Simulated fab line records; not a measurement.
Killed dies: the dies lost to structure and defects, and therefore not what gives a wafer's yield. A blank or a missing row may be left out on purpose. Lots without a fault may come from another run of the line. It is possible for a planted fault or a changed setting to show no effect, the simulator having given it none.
Which tool did it? :: flow nand harc :: 13 lots, 39 wafers sampled, at 5 steps of a route of 1302

## WHAT THE GAUGES READ, wafer by wafer
NHARC_HYBRID_BOND_INSPECT_06: inspects for defects (ir void). Usual: raw defect count at 93, with a standard deviation of 31.
lot: L993
measured: day 24 07:50
on: defect inspect-02
raw defect count: 75 71 69
flag: 

lot: L994
measured: day 24 23:55
on: defect inspect-02
raw defect count: 102 120 112
flag: 

lot: L995
measured: day 24 23:55
on: defect inspect-01
raw defect count: 118 125 133
flag: 

lot: L996
measured: day 25 23:15
on: defect inspect-02
raw defect count: 48 65 70
flag: 

lot: L998
measured: day 26 14:23
on: defect inspect-02
raw defect count: 129 104 107
flag: 

lot: L107
measured: day 29 20:39
on: defect inspect-01
raw defect count: 27 32 40
flag: 

lot: L106
measured: day 30 15:54
on: defect inspect-01
raw defect count: 88 110 88
flag: 

lot: L109
measured: day 30 15:55
on: defect inspect-02
raw defect count: 114 133 139
flag: 

lot: L108
measured: day 31 05:41
on: defect inspect-01
raw defect count: 66 65 65
flag: 

lot: L110
measured: day 31 14:50
on: defect inspect-02
raw defect count: 80 79 84
flag: 

lot: L111
measured: day 31 14:50
on: defect inspect-01
raw defect count: 92 86 97
flag: 

lot: L112
measured: day 32 17:08
on: defect inspect-01
raw defect count: 33 29 23
flag: 

lot: L114
measured: day 34 06:13
on: defect inspect-02
raw defect count: 134 135 108
flag: 

NHARC_THIN_TSV_CD_MEAS_12: target cd 1000 nm. Usual: cd nm at 999.0 nm, with a standard deviation of 2.1.
lot: L993
measured: day 24 12:55
on: cd sem-03
cd nm (nm): 997.6 1004.2 996.7
flag: 

lot: L994
measured: day 25 02:36
on: cd sem-03
cd nm (nm): 1000.5 1003.3 1000.8
flag: 

lot: L995
measured: day 25 03:48
on: cd sem-01
cd nm (nm): 999.2 999.6 1004.2
flag: 

lot: L996
measured: day 26 01:57
on: cd sem-01
cd nm (nm): 999.1 997.4 1000.3
flag: 

lot: L998
measured: day 26 18:17
on: cd sem-02
cd nm (nm): 1000.1 998.0 996.4
flag: 

lot: L107
measured: day 29 23:20
on: cd sem-03
cd nm (nm): 1001.3 999.7 1004.1
flag: 

lot: L106
measured: day 30 19:47
on: cd sem-02
cd nm (nm): 999.7 1006.0 1000.4
flag: 

lot: L109
measured: day 30 20:59
on: cd sem-01
cd nm (nm): 996.7 999.2 996.2
flag: 

lot: L108
measured: day 31 08:15
on: cd sem-01
cd nm (nm): 1000.2 998.5 997.5
flag: 

lot: L110
measured: day 31 17:24
on: cd sem-03
cd nm (nm): 1000.6 999.7 1000.1
flag: 

lot: L111
measured: day 31 18:35
on: cd sem-03
cd nm (nm): 999.2 995.7 998.3
flag: 

lot: L112
measured: day 32 19:43
on: cd sem-01
cd nm (nm): 1002.5 1001.9 999.7
flag: 

lot: L114
measured: day 34 08:55
on: cd sem-03
cd nm (nm): 999.4 997.3 997.9
flag: 

NHARC_END_SORT_01. Usual: for defect limited yield, 91.0 % with a standard deviation of 2.5; for killed at array, 56 with a standard deviation of 17; for killed at other, 0.9 with a standard deviation of 1.2; for killed at periphery, 3.9 with a standard deviation of 2.5; for killed dies, 61 with a standard deviation of 17; for killed open, 3.2 with a standard deviation of 1.8; for killed short, 2.7 with a standard deviation of 1.7.
lot: L993
measured: day 25 01:47
on: prober-02
defect limited yield (%): 92.5 92.3 93.4
killed at array: 50 49 43
killed at other: 0 0 0
killed at periphery: 1 3 2
killed dies: 51 52 45
killed open: 4 4 2
killed short: 2 2 2
flag: 

## WHICH TOOL RAN EACH LOT (tool, then ch and the chambers of the sampled wafers, then the start)
lot: L993
NHARC_THIN_TSV_ANNEAL_52: rtp anneal-02 ch 0, day 24 17:01
NHARC_THIN_TSV_ETCH_36: rie metal-01 ch 0, day 24 19:32

lot: L994
NHARC_THIN_TSV_ANNEAL_52: rtp anneal-02 ch 0, day 25 06:35
NHARC_THIN_TSV_ETCH_36: rie metal-01 ch 0,1, day 25 09:04

lot: L995
NHARC_THIN_TSV_ANNEAL_52: rtp anneal-01 ch 0, day 25 07:49
NHARC_THIN_TSV_ETCH_36: rie metal-03 ch 0,1, day 25 10:16

lot: L996
NHARC_THIN_TSV_ANNEAL_52: rtp anneal-01 ch 0, day 26 06:00
NHARC_THIN_TSV_ETCH_36: rie metal-03 ch 0,1, day 26 08:16

lot: L998
NHARC_THIN_TSV_ANNEAL_52: rtp anneal-02 ch 0, day 26 22:21
NHARC_THIN_TSV_ETCH_36: rie metal-03 ch 0,1, day 27 01:04

lot: L107
NHARC_THIN_TSV_ANNEAL_52: rtp anneal-02 ch 0, day 30 03:32
NHARC_THIN_TSV_ETCH_36: rie metal-01 ch 0,1, day 30 05:59

lot: L106
NHARC_THIN_TSV_ANNEAL_52: rtp anneal-02 ch 0, day 30 23:54
NHARC_THIN_TSV_ETCH_36: rie metal-02 ch 0,1, day 31 02:22

lot: L109
NHARC_THIN_TSV_ANNEAL_52: rtp anneal-02 ch 0, day 31 01:05
NHARC_THIN_TSV_ETCH_36: rie metal-03 ch 0,1, day 31 03:37

lot: L108
NHARC_THIN_TSV_ANNEAL_52: rtp anneal-01 ch 0, day 31 12:14
NHARC_THIN_TSV_ETCH_36: rie metal-01 ch 0,1, day 31 14:45

lot: L110
NHARC_THIN_TSV_ANNEAL_52: rtp anneal-01 ch 0, day 31 21:21
NHARC_THIN_TSV_ETCH_36: rie metal-02 ch 0,1, day 31 23:43

lot: L111
NHARC_THIN_TSV_ANNEAL_52: rtp anneal-02 ch 0, day 31 22:43
NHARC_THIN_TSV_ETCH_36: rie metal-03 ch 0,1, day 32 01:09

lot: L112
NHARC_THIN_TSV_ANNEAL_52: rtp anneal-02 ch 0, day 32 23:40
NHARC_THIN_TSV_ETCH_36: rie metal-01 ch 0,1, day 33 02:13

lot: L114
NHARC_THIN_TSV_ANNEAL_52: rtp anneal-02 ch 0, day 34 12:51
NHARC_THIN_TSV_ETCH_36: rie metal-03 ch 1, day 34 15:13
- NHARC_THIN_TSV_ANNEAL_52: time 90 s.
- NHARC_THIN_TSV_ETCH_36: etches the open film in Cl2/BCl3, target depth 65 nm, time 18.571 s.

## WHAT THE TOOLS THEMSELVES READ (means of the sampled wafers that have a number; where no wafer has one, the mark that the record gives instead)
NHARC_THIN_TSV_ANNEAL_52. Usual: wafer_temp_C_max at 225.68, with a standard deviation of 0.22.
lot: L993
tool: rtp anneal-02
wafer_temp_C_max: 225.90
flag: 

lot: L994
tool: rtp anneal-02
wafer_temp_C_max: 225.78
flag: 

lot: L995
tool: rtp anneal-01
wafer_temp_C_max: 225.58
flag: 

lot: L996
tool: rtp anneal-01
wafer_temp_C_max: 225.71
flag: 

lot: L998
tool: rtp anneal-02
wafer_temp_C_max: 225.62
flag: 

lot: L107
tool: rtp anneal-02
wafer_temp_C_max: 225.72
flag: 

lot: L106
tool: rtp anneal-02
wafer_temp_C_max: 225.51
flag: 

lot: L109
tool: rtp anneal-02
wafer_temp_C_max: 225.88
flag: 

lot: L108
tool: rtp anneal-01
wafer_temp_C_max: 225.72
flag: 

lot: L110
tool: rtp anneal-01
wafer_temp_C_max: 225.56
flag: 

lot: L111
tool: rtp anneal-02
wafer_temp_C_max: 225.72
flag: 

lot: L112
tool: rtp anneal-02
wafer_temp_C_max: 225.88
flag: 

lot: L114
tool: rtp anneal-02
wafer_temp_C_max: 225.76
flag: 

NHARC_THIN_TSV_ETCH_36. Usual: drypump motor current A 5.9 A, standard deviation 0.44; oes product au 1.004 a.u., standard deviation 0.015.
lot: L993
tool: rie metal-01
drypump motor current A (A): 5.1
oes product au (a.u.): 1.011
flag: 

lot: L994
tool: rie metal-01
drypump motor current A (A): 5.9
oes product au (a.u.): 1.004
flag: 

lot: L995
tool: rie metal-03
drypump motor current A (A): 6.0
oes product au (a.u.): 0.989
flag: 

lot: L996
tool: rie metal-03
drypump motor current A (A): 6.0
oes product au (a.u.): 0.996
flag: 

lot: L998
tool: rie metal-03
drypump motor current A (A): 6.0
oes product au (a.u.): 0.873
flag: OFF

lot: L107
tool: rie metal-01
drypump motor current A (A): 5.5
oes product au (a.u.): 1.004
flag: 

lot: L106
tool: rie metal-02
drypump motor current A (A): 6.1
oes product au (a.u.): 1.003
flag: 

lot: L109
tool: rie metal-03
drypump motor current A (A): 6.0
oes product au (a.u.): 0.998
flag: 

lot: L108
tool: rie metal-01
drypump motor current A (A): 6.0
oes product au (a.u.): 0.992
flag: 

lot: L110
tool: rie metal-02
drypump motor current A (A): 5.8
oes product au (a.u.): 1.009
flag: 

lot: L111
tool: rie metal-03
drypump motor current A (A): 6.0
oes product au (a.u.): 0.998
flag: 

lot: L112
tool: rie metal-01
drypump motor current A (A): 5.5
oes product au (a.u.): 1.004
flag: 

lot: L114
tool: rie metal-03
drypump motor current A (A): 6.1
oes product au (a.u.): 0.996
flag: 

## THE ANSWER, worked out from the rows above alone
Rule: lot off if the mean of its wafers having a number is beyond 3 standard deviations from the usual mean. A lot without any number at a reading at which 4 lots or more have one is off too. Where the step has rows for the other lots, those lots are counted as sound. After the gauges, taken in route order, come the tools' own readings; for these a lot's mean is taken, as printed above. The first step at which some lot is off is used, and at that step the reading that is off furthest; a lot without a number counts as furthest.
Off at NHARC_THIN_TSV_ETCH_36 (oes product au): L998.
A tool fits if, at that step or a process step before it, it ran every lot that is off, and no sound lot after the first of them. No candidate that was tried fits.

## WHAT HAD BEEN PUT IN BY THE SIMULATOR
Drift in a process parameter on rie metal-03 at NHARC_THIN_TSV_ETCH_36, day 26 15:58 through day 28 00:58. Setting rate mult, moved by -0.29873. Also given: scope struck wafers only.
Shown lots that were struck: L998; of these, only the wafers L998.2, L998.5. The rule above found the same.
